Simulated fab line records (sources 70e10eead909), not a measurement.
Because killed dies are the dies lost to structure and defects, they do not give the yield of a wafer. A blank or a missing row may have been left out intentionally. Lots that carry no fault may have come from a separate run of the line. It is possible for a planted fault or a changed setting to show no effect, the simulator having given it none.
fab line records | flow nandHarc
record: lots: 6 | wafers: 15 | lastDay: 34
route steps=1302 shown A_M0@1166 A_M1@1169 END@1302
lots untouched by any fault: they come from a run of this same line in which no faults occurred
startH: the number of hours between the record's first day and the start of the first shown wafer of the lot | waitH: time in hours since the lot's previous step | " the same as in the row above | L1.1+2: several wafers, shown together as one row | - either no value or no given start | * or withheld: withheld | < > ~ a bound
route shown NAME@n: NAME is a module with steps in the file, n the number in the route of the first one | usual: mean/standard deviation of fault-free wafers | same: alike in all rows | chamber/n: place in a boat | sites: per-site readings | _std_site: the standard deviation of these | _edge_site: inner sites' mean taken away from outer sites' mean | radiusMm: for every site, how far away it sits from the centre of the wafer | mask NAME#n: copy n | behind: the most recent tool/chamber to have shaped the wafer | hold: why the lot was held/for how many hours/how that ended | device: transistor that didn't switch, given as n, p or np | end of line: the same wafers' tests at the end of the route | for a step that has no rows: nothing shown but its recipe | killed: dies that structure and defects cost at the first sort, which is not the same as the wafer's yield | map: dies across one wafer; x = killed, . = not, _ = none there
set.NAME: setting as actually run; set.NAME@STEP: the setting as run at that earlier step | model.NAME: the simulator's own value behind a step, which no gauge read
certain route steps with their lots: each step a table, each wafer a row
services: when a tool's chamber went out of use (startH, in hours from the record's first day, below 0 if earlier), for how many hours, and the reason
== steps ==
step: NHARC_A_M0_INSPECT_27
usual: rawDefectCount: 562/150
lot.wafer | tool             | chamber | startH | waitH | rawDefectCount
L229.1    | defectInspect-01 | -       | 624.87 | 0.0   | 375
L229.3    | "                | -       | "      | "     | 417
L229.6    | "                | -       | "      | "     | 504
L240.1    | defectInspect-01 | -       | 709.98 | 0.0   | 472
L240.3    | "                | -       | "      | "     | 442
L240.4    | "                | -       | "      | "     | 565
L238.4    | defectInspect-01 | -       | 713.88 | 0.0   | 458
L239.2    | defectInspect-02 | -       | 717.65 | 0.0   | 493
L239.3    | "                | -       | "      | "     | 585
L241.1    | defectInspect-01 | -       | 733.55 | 0.1   | 485
L241.4    | "                | -       | "      | "     | 470
L241.5    | "                | -       | "      | "     | 429
L243.1    | defectInspect-01 | -       | 764.78 | 0.0   | 705
L243.3    | "                | -       | "      | "     | 415
L243.4    | "                | -       | "      | "     | 520
step: NHARC_A_M0_PRE_CLEAN_31
recipe: timeS: 12 | tempC: 370 | rfPowerW: 300 | gas: NH3
usual: heaterPowerW: 677/72
lot.wafer | tool     | chamber | startH | waitH | heaterPowerW
L229.3    | pecvd-04 | 1       | 625.00 | 0.1   | 734
L229.1    | "        | 2       | "      | "     | 734
L229.6    | "        | 0       | "      | "     | 648
L240.1    | pecvd-02 | 1       | 710.05 | 0.1   | 744
L240.3    | "        | 0       | "      | "     | 659
L240.4    | "        | 2       | "      | "     | 650
L238.4    | pecvd-02 | 1       | 713.99 | 0.1   | 722
L239.2    | pecvd-01 | 0       | 717.71 | 0.1   | 697
L239.3    | "        | 1       | "      | "     | 571
L241.1    | pecvd-01 | 0       | 733.62 | 0.1   | 705
L241.4    | "        | 0       | "      | "     | 701
L241.5    | "        | 2       | "      | "     | 709
L243.3    | pecvd-02 | 2       | 764.85 | 0.1   | 610
L243.1    | "        | 0       | "      | "     | 558
L243.4    | "        | 1       | "      | "     | 772
step: NHARC_A_M0_DEP_32
recipe: targetThkA: 300 | tempC: 370 | targetThkNm: 30 | pressureTorr: 3 | flowSccm: 200 | rfW: 450 | material: SiCN
usual: heaterPowerW: 622/60 | showerheadVppV: 1301/74
lot.wafer | tool     | chamber | startH | waitH | heaterPowerW | showerheadVppV
L229.3    | pecvd-04 | 1       | 625.08 | 0.1   | 695          | 1185
L229.1    | "        | 2       | "      | "     | 731          | 1287
L229.6    | "        | 0       | "      | "     | 669          | 1363
L240.1    | pecvd-02 | 1       | 710.13 | 0.1   | 755          | 1409
L240.3    | "        | 0       | "      | "     | 580          | 1367
L240.4    | "        | 2       | "      | "     | 539          | 1191
L238.4    | pecvd-02 | 1       | 714.16 | 0.2   | 689          | 1406
L239.2    | pecvd-01 | 0       | 717.79 | 0.1   | 624          | 1296
L239.3    | "        | 1       | "      | "     | 574          | 1184
L241.1    | pecvd-01 | 0       | 733.70 | 0.1   | 589          | 1279
L241.4    | "        | 0       | "      | "     | 601          | 1259
L241.5    | "        | 2       | "      | "     | 615          | 1279
L243.3    | pecvd-02 | 2       | 764.93 | 0.1   | 623          | 1238
L243.1    | "        | 0       | "      | "     | 568          | 1351
L243.4    | "        | 1       | "      | "     | 755          | 1410
step: NHARC_A_M1_DEP_00
recipe: targetThkA: 1825 | targetThkNm: 182.5 | tempC: withheld | pressureTorr: 5 | flowSccm: 200 | rfW: 600 | material: SiOC
step: NHARC_A_M1_DEHYDRATE_01
recipe: tempC: 150 | timeS: 120
step: NHARC_A_M1_HMDS_02
recipe: timeS: 30
step: NHARC_A_M1_COAT_34
recipe: tempC: 200 | timeS: 65
step: NHARC_A_M1_COAT_03
recipe: spinRpm: 1500 | resistThkNm: 90
step: NHARC_A_M1_SOFTBAKE_04
recipe: tempC: 105 | timeS: 55
step: NHARC_A_M1_EBR_05
step: NHARC_A_M1_EXPOSE_06
recipe: na: 1.35 | targetCdNm: 120 | doseMj: 75.13 | maskId: A_M1
step: NHARC_A_M1_PEB_07
recipe: pebTempC: 100 | pebTimeS: 65
usual: exhaustPa: 45.0/0.94 | plateTempC: 99.99/0.12
lot.wafer | tool          | chamber | startH | waitH | exhaustPa | plateTempC
L229.1    | lithoTrack-06 | 0       | 626.16 | 0.1   | 44.2      | 100.05
L229.3    | "             | 0       | "      | "     | 45.3      | 100.24
L229.6    | "             | 0       | "      | "     | 44.2      | 100.09
L240.1    | lithoTrack-01 | 0       | 711.30 | 0.1   | 46.5      | 100.13
L240.3    | "             | 0       | "      | "     | 45.8      | 99.95
L240.4    | "             | 0       | "      | "     | 46.0      | 100.11
L238.4    | lithoTrack-06 | 0       | 715.07 | 0.0   | 45.7      | 99.45
L239.2    | lithoTrack-06 | 0       | 718.97 | 0.1   | 45.7      | 99.46
L239.3    | "             | 0       | "      | "     | 44.7      | 99.43
L241.1    | lithoTrack-01 | 0       | 734.86 | 0.1   | 45.2      | 99.97
L241.4    | "             | 0       | "      | "     | 44.2      | 99.90
L241.5    | "             | 0       | "      | "     | 44.4      | 100.03
L243.1    | lithoTrack-04 | 0       | 766.09 | 0.1   | 45.4      | 99.98
L243.3    | "             | 0       | "      | "     | 43.3      | 100.20
L243.4    | "             | 0       | "      | "     | 45.6      | 99.98
step: NHARC_A_M1_DEVELOP_08
recipe: developTimeS: 35 | devTempC: 23
step: NHARC_END_SORT_01
recipe: tempC: 25
usual: defectLimitedYield: 90.7/2.7 | killedAtArray: 58/19 | killedAtOther: 1.1/1.2 | killedAtPeriphery: 3.8/2.4 | killedDies: 63/18 | killedOpen: 3.3/1.8 | killedShort: 2.2/1.6
same: grossDies: 677
lot.wafer | tool      | chamber | startH | waitH | defectLimitedYield[%] | killedAtArray | killedAtOther | killedAtPeriphery | killedDies | killedOpen | killedShort
L229.1    | prober-01 | 0       | 661.05 | 2.5   | 95.7                  | 22            | 1             | 6                 | 29         | 4          | 4
L229.3    | prober-01 | 0       | 662.65 | 3.1   | 96.8                  | 18            | 0             | 4                 | 22         | 2          | 2
L229.6    | prober-01 | 0       | 665.04 | 4.0   | 95.9                  | 20            | 1             | 7                 | 28         | 3          | 2
L240.1    | prober-02 | 0       | 748.04 | 2.5   | 91.9                  | 49            | 2             | 4                 | 55         | 1          | 1
L240.3    | prober-02 | 0       | 749.64 | 3.1   | 87.7                  | 78            | 0             | 5                 | 83         | 4          | 5
L240.4    | prober-02 | 0       | 750.44 | 3.4   | 88.5                  | 72            | 2             | 4                 | 78         | 2          | 0
L239.2    | prober-01 | 0       | 752.12 | 2.8   | 94.7                  | 27            | 0             | 9                 | 36         | 2          | 6
L239.3    | prober-01 | 0       | 752.92 | 3.1   | 93.9                  | 27            | 1             | 13                | 41         | 3          | 4
L238.4    | prober-01 | 0       | 761.53 | 3.4   | 89.8                  | 62            | 3             | 4                 | 69         | 5          | 1
L241.1    | prober-02 | 0       | 771.12 | 2.5   | 90.7                  | 60            | 0             | 3                 | 63         | 2          | 1
L241.4    | prober-02 | 0       | 773.53 | 3.4   | 90.8                  | 58            | 0             | 4                 | 62         | 5          | 1
L241.5    | prober-02 | 0       | 774.33 | 3.7   | 90.3                  | 61            | 1             | 4                 | 66         | 3          | 3
L243.1    | prober-01 | 0       | 802.31 | 2.5   | 89.7                  | 67            | 0             | 3                 | 70         | 2          | 3
L243.3    | prober-01 | 0       | 803.91 | 3.1   | 89.8                  | 64            | 0             | 5                 | 69         | 4          | 3
L243.4    | prober-01 | 0       | 804.71 | 3.4   | 86.3                  | 87            | 1             | 5                 | 93         | 5          | 5
killed by level:class
L229.1 A_CHANNEL_HOLE_D1:chamberFilmFlake=7 P_GATE:chamberFilmFlake=4 A_CHANNEL_HOLE_D2:unspecified=4 A_STAIRCASE:chamberFilmFlake=2 A_SLIT:chamberFilmFlake=2 P_GATE:geometricParticle:open=1 P_M0:geometricParticle:short=1 A_SOURCE_PLATE:geometricParticle:short=1
L229.3 A_CHANNEL_HOLE_D1:chamberFilmFlake=7 P_GATE:chamberFilmFlake=4 A_CHANNEL_HOLE_D2:unspecified=3 A_CONTACT:chamberFilmFlake=2 A_CHANNEL_FILL_D1:geometricParticle:open=1 A_DECK1_JOINT:geometricParticle:short=1 A_DECK1_JOINT:geometricParticle:open=1 A_STAIRCASE:geometricParticle:short=1
L229.6 A_CHANNEL_HOLE_D1:chamberFilmFlake=6 P_GATE:chamberFilmFlake=4 A_SLIT:chamberFilmFlake=3 A_CONTACT:chamberFilmFlake=3 P_STI:chamberFilmFlake=2 P_M2:geometricParticle:short=1 A_DECK1_JOINT:geometricParticle:open=1 A_WL_FILL:geometricParticle:short=1
L240.1 A_SLIT:chamberFilmFlake=33 A_CHANNEL_HOLE_D1:chamberFilmFlake=7 P_STI:chamberFilmFlake=3 A_WL_FILL:chamberFilmFlake=3 A_CONTACT:chamberFilmFlake=3 THIN_TSV:chamberFilmFlake=2 P_M0:geometricParticle:open=1 A_CHANNEL_HOLE_D1:geometricParticle:short=1
L240.3 A_SLIT:chamberFilmFlake=37 A_CHANNEL_HOLE_D1:chamberFilmFlake=15 A_STAIRCASE:chamberFilmFlake=7 A_CONTACT:chamberFilmFlake=6 A_ONON_D2:geometricParticle:open=3 P_STI:chamberFilmFlake=3 A_ONON_D1:geometricParticle:short=2 A_CHANNEL_FILL_D1:chamberFilmFlake=2
L240.4 A_SLIT:chamberFilmFlake=35 A_CHANNEL_HOLE_D1:chamberFilmFlake=17 A_CONTACT:chamberFilmFlake=6 A_STAIRCASE:chamberFilmFlake=5 A_DECK1_JOINT:chamberFilmFlake=3 A_CHANNEL_HOLE_D2:chamberFilmFlake=2 HYBRID_BOND:latent=2 P_CONTACT:geometricParticle:open=1
L239.2 A_CHANNEL_HOLE_D1:chamberFilmFlake=9 P_CONTACT:chamberFilmFlake=6 A_SLIT:chamberFilmFlake=5 A_CONTACT:chamberFilmFlake=4 P_GATE:geometricParticle:open=1 P_CONTACT:geometricParticle:short=1 A_ONON_D1:geometricParticle:open=1 A_CHANNEL_FILL_D1:geometricParticle:short=1
L239.3 A_CHANNEL_HOLE_D1:chamberFilmFlake=12 P_CONTACT:chamberFilmFlake=8 A_STAIRCASE:chamberFilmFlake=5 A_SLIT:chamberFilmFlake=3 P_M0:geometricParticle:open=2 P_ZERO_WELL:chamberFilmFlake=2 A_CONTACT:chamberFilmFlake=2 P_CONTACT:geometricParticle:short=1
L238.4 A_CHANNEL_HOLE_D2:chamberFilmFlake=24 A_SLIT:chamberFilmFlake=10 A_CONTACT:chamberFilmFlake=10 A_CHANNEL_HOLE_D1:chamberFilmFlake=7 A_STAIRCASE:chamberFilmFlake=3 THIN_TSV:chamberFilmFlake=3 P_GATE:chamberFilmFlake=2 P_M1:geometricParticle:open=1
L241.1 A_CHANNEL_HOLE_D2:chamberFilmFlake=23 A_CHANNEL_HOLE_D1:chamberFilmFlake=15 A_SLIT:chamberFilmFlake=10 A_CONTACT:chamberFilmFlake=4 A_STAIRCASE:chamberFilmFlake=3 P_ZERO_WELL:chamberFilmFlake=2 A_DECK1_JOINT:geometricParticle:open=1 A_WL_FILL:geometricParticle:short=1
L241.4 A_CHANNEL_HOLE_D2:chamberFilmFlake=32 A_CHANNEL_HOLE_D1:chamberFilmFlake=10 A_SLIT:chamberFilmFlake=5 A_ONON_D2:geometricParticle:open=4 A_STAIRCASE:chamberFilmFlake=3 P_M1:chamberFilmFlake=2 A_DECK1_JOINT:chamberFilmFlake=2 P_M2:geometricParticle:open=1
L241.5 A_CHANNEL_HOLE_D2:chamberFilmFlake=29 A_CHANNEL_HOLE_D1:chamberFilmFlake=16 A_SLIT:chamberFilmFlake=6 A_ONON_D1:geometricParticle:short=2 P_GATE:chamberFilmFlake=2 A_STAIRCASE:chamberFilmFlake=2 A_CONTACT:chamberFilmFlake=2 P_M1:geometricParticle:open=1
L243.1 A_CHANNEL_HOLE_D2:chamberFilmFlake=29 A_CHANNEL_HOLE_D1:chamberFilmFlake=15 A_SLIT:chamberFilmFlake=10 A_DECK1_JOINT:chamberFilmFlake=3 A_CONTACT:chamberFilmFlake=3 P_CONTACT:geometricParticle:open=1 A_CHANNEL_FILL_D1:geometricParticle:open=1 A_CHANNEL_FILL_D2:geometricParticle:short=1
L243.3 A_CHANNEL_HOLE_D2:chamberFilmFlake=29 A_CHANNEL_HOLE_D1:chamberFilmFlake=14 A_SLIT:chamberFilmFlake=7 A_DECK1_JOINT:chamberFilmFlake=3 A_CONTACT:chamberFilmFlake=3 P_STI:chamberFilmFlake=2 A_STAIRCASE:chamberFilmFlake=2 P_GATE:geometricParticle:open=1
L243.4 A_CHANNEL_HOLE_D2:chamberFilmFlake=39 A_CHANNEL_HOLE_D1:chamberFilmFlake=26 A_SLIT:chamberFilmFlake=9 A_M0:geometricParticle:open=2 P_GATE:chamberFilmFlake=2 P_CONTACT:geometricParticle:open=1 A_CHANNEL_FILL_D1:chamberFilmFlake=1 A_CHANNEL_HOLE_D1:geometricParticle:short=1
== services ==
tool          | chamber | startH | hours | kind
pecvd-02      | 0       | 602.33 | -     | clean
pecvd-02      | 1       | 602.33 | -     | clean
pecvd-02      | 2       | 602.33 | -     | clean
pecvd-04      | -       | 631.35 | 13.0  | pm
pecvd-04      | 0       | 631.35 | 13.0  | ventCycle
pecvd-04      | 1       | 631.35 | 13.0  | ventCycle
pecvd-04      | 2       | 631.35 | 13.0  | ventCycle
pecvd-04      | 0       | 644.35 | -     | clean
pecvd-04      | 1       | 644.35 | -     | clean
pecvd-04      | 2       | 644.35 | -     | clean
pecvd-01      | -       | 673.45 | 13.0  | pm
pecvd-01      | 0       | 673.45 | 13.0  | ventCycle
pecvd-01      | 1       | 673.45 | 13.0  | ventCycle
pecvd-01      | 2       | 673.45 | 13.0  | ventCycle
lithoTrack-01 | -       | 680.00 | 7.0   | pm
pecvd-01      | 0       | 686.45 | -     | clean
pecvd-01      | 1       | 686.45 | -     | clean
pecvd-01      | 2       | 686.45 | -     | clean
pecvd-04      | -       | 691.77 | 0.6   | repair
lithoTrack-06 | -       | 704.00 | 7.0   | pm
lithoTrack-04 | -       | 728.00 | 7.0   | pm
== key ==
firstSign: step: NHARC_A_M1_PEB_07 | reading: plateTempC | direction: down | sigmas: 4.6 | usual: * | struck: *
effect none on later readings
metAt NHARC_A_M1_PEB_07
struckWafers L238.4,L239.2,L239.3
loopTrim: step: NHARC_A_M1_EXPOSE_06 | setting: dose | lots: L239
onsetBetween 626.16 715.07
fault: kind: processParameterDrift | tool: lithoTrack-06 | chamber: - | onsetH: 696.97 | steps: NHARC_A_M1_PEB_07 | channel: pebTempC | offset: * | shape: step | endH: 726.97 | actsIn: * | stated: *
loopTrim: a control loop set the setting to another value than it would have without faults
